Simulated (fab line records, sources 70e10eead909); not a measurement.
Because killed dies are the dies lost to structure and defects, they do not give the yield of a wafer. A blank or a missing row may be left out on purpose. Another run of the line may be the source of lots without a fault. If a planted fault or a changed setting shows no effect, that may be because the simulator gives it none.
What tool caused it?	flow nand-harc	42 wafers from 14 lots sampled at 5 of the route's 1159 steps

## WHAT THE GAUGES READ, wafer by wafer
NHARC_A_BONDPAD_CD_MEAS_13. Usual: cd-nm reads 498.9 nm (standard deviation 2.4).
lot	measured	on	cd-nm (nm)	flag
L528	day 18 07:28	cd-sem-01	502.1 503.3 500.1	
L531	day 18 08:12	cd-sem-02	501.6 498.7 496.8	
L530	day 19 03:59	cd-sem-01	503.7 502.2 501.8	
L535	day 19 20:05	cd-sem-03	498.2 497.1 502.4	
L534	day 19 21:35	cd-sem-03	496.0 497.4 498.4	
L536	day 20 07:20	cd-sem-02	499.2 496.4 493.3	
L544	day 22 15:22	cd-sem-02	499.0 498.5 496.5	
L546	day 22 16:40	cd-sem-03	497.3 499.2 500.6	
L543	day 22 17:16	cd-sem-03	494.9 500.6 499.2	
L548	day 22 22:20	cd-sem-02	497.4 495.7 494.3	
L549	day 23 01:18	cd-sem-01	500.3 500.1 501.1	
L550	day 23 08:11	cd-sem-03	502.0 500.1 499.4	
L547	day 23 17:19	cd-sem-03	500.5 499.3 496.7	
L551	day 23 21:46	cd-sem-03	499.3 500.7 500.4	

NHARC_A_BONDPAD_INSPECT_23. Usual: raw-defect-count reads 448 (standard deviation 110).
lot	measured	on	raw-defect-count	flag
L528	day 18 09:41	defect-inspect-02	629 587 417	
L531	day 18 10:26	defect-inspect-02	527 366 876	
L530	day 19 06:15	defect-inspect-02	367 386 289	
L535	day 19 22:44	defect-inspect-02	431 397 406	
L534	day 19 23:49	defect-inspect-02	427 378 426	
L536	day 20 09:34	defect-inspect-02	254 329 428	
L544	day 22 17:37	defect-inspect-02	279 285 296	
L546	day 22 19:06	defect-inspect-02	305 380 367	
L543	day 22 19:31	defect-inspect-02	324 277 320	
L548	day 23 00:35	defect-inspect-02	358 565 467	
L549	day 23 03:35	defect-inspect-01	382 398 372	
L550	day 23 10:29	defect-inspect-01	392 320 543	
L547	day 23 19:37	defect-inspect-01	512 498 482	
L551	day 24 00:04	defect-inspect-01	441 391 509	

NHARC_END_SORT_01. Usual: killed-at-array 26, standard deviation 9.1; killed-at-other 0.7, standard deviation 0.9; killed-at-periphery 3.6, standard deviation 2.8; killed-dies 30, standard deviation 9.2; killed-open 3.0, standard deviation 1.9; killed-short 2.0, standard deviation 1.4.
lot	measured	on	killed-at-array	killed-at-other	killed-at-periphery	killed-dies	killed-open	killed-short	flag
L534	day 21 01:45	prober-01	278 298 272	2 2 1	3 4 2	283 304 275	0 0 3	2 1 0	OFF
L536	day 21 17:14	prober-01	305 329 270	0 3 1	2 3 2	307 335 273	3 3 3	0 3 1	OFF

## WHAT TOOL EACH LOT RAN ON (gives the tool, then ch and the chambers of the sampled wafers, and finally the start)
lot	NHARC_A_CONTACT_DEP_57	NHARC_THIN_TSV_DEGAS_53
L528	acl-dep-02 ch 0, day 16 20:29	pvd-sputter-02, day 19 06:16
L531	acl-dep-01 ch 0, day 16 23:44	pvd-sputter-01, day 19 07:32
L530	acl-dep-02 ch 0, day 17 19:34	pvd-sputter-02, day 19 22:24
L535	acl-dep-02 ch 0, day 18 05:44	pvd-sputter-03, day 20 15:50
L534	acl-dep-01 ch 0, day 18 12:55	pvd-sputter-03, day 20 18:18
L536	acl-dep-01 ch 0, day 18 22:24	pvd-sputter-03, day 21 05:43
L544	acl-dep-02 ch 0, day 20 13:25	pvd-sputter-02, day 23 13:05
L546	acl-dep-02 ch 0, day 20 17:48	pvd-sputter-03, day 23 16:37
L543	acl-dep-03 ch 0, day 20 23:02	pvd-sputter-02, day 23 19:08
L548	acl-dep-01 ch 0, day 21 15:13	pvd-sputter-03, day 23 21:08
L549	acl-dep-01 ch 0, day 21 19:13	pvd-sputter-01, day 23 20:53
L550	acl-dep-01 ch 0, day 21 23:44	pvd-sputter-02, day 24 03:45
L547	acl-dep-01 ch 0, day 22 01:26	pvd-sputter-02, day 24 13:47
L551	acl-dep-02 ch 0, day 22 08:18	pvd-sputter-01, day 24 14:49
- NHARC_A_CONTACT_DEP_57: deposits aC, target thk 2800 nm.
- NHARC_THIN_TSV_DEGAS_53: time 60 s.

## AS READ BY THE TOOLS THEMSELVES (means over the sampled wafers that have a number; for cases with no such wafer, the mark the record gives instead)
NHARC_A_CONTACT_DEP_57. Usual: throttle-valve-pct reads 35.002 % (standard deviation 0.0092).
lot	tool	throttle-valve-pct (%)	flag
L528	acl-dep-02	35.004	
L531	acl-dep-01	34.992	
L530	acl-dep-02	35.010	
L535	acl-dep-02	34.998	
L534	acl-dep-01	34.998	
L536	acl-dep-01	34.994	
L544	acl-dep-02	34.996	
L546	acl-dep-02	35.008	
L543	acl-dep-03	35.009	
L548	acl-dep-01	34.995	
L549	acl-dep-01	35.008	
L550	acl-dep-01	35.001	
L547	acl-dep-01	34.998	
L551	acl-dep-02	34.997	

NHARC_THIN_TSV_DEGAS_53. Usual: heater-power-w reads 462 W (standard deviation 43).
lot	tool	heater-power-w (W)	flag
L528	pvd-sputter-02	455	
L531	pvd-sputter-01	518	
L530	pvd-sputter-02	437	
L535	pvd-sputter-03	455	
L534	pvd-sputter-03	446	
L536	pvd-sputter-03	419	
L544	pvd-sputter-02	456	
L546	pvd-sputter-03	450	
L543	pvd-sputter-02	449	
L548	pvd-sputter-03	447	
L549	pvd-sputter-01	493	
L550	pvd-sputter-02	430	
L547	pvd-sputter-02	479	
L551	pvd-sputter-01	485	

## THE ANSWER, worked out from the rows above alone
Rule: a lot counts as off when the mean over its wafers that have a number is more than 3 standard deviations away from the usual mean. A lot without any number at a reading at which 4 lots or more have one is off too. All remaining lots with rows at the step are treated as sound. First the gauges in route order, then the tools' own readings, where a lot's mean is used as printed above. The first step at which some lot is off is used, and at that step the reading that is off furthest; a lot without a number counts as furthest.
Off at NHARC_END_SORT_01 (killed-at-array): L534, L536. Neither off nor sound, because the step has no rows for them: L528, L531, L530, L535, L544, L546, L543, L548, L549, L550, L547, L551.
If a tool, at a process step before that reading, ran all the lots that are off and no sound lot after the first of them, it fits. The gauges at NHARC_END_SORT_01 are tried like those tools. Can't be told from this: 3 tools fit, acl-dep-01 at NHARC_A_CONTACT_DEP_57, pvd-sputter-03 at NHARC_THIN_TSV_DEGAS_53, prober-01 at NHARC_END_SORT_01.

## WHAT THE SIMULATOR HAD PUT IN
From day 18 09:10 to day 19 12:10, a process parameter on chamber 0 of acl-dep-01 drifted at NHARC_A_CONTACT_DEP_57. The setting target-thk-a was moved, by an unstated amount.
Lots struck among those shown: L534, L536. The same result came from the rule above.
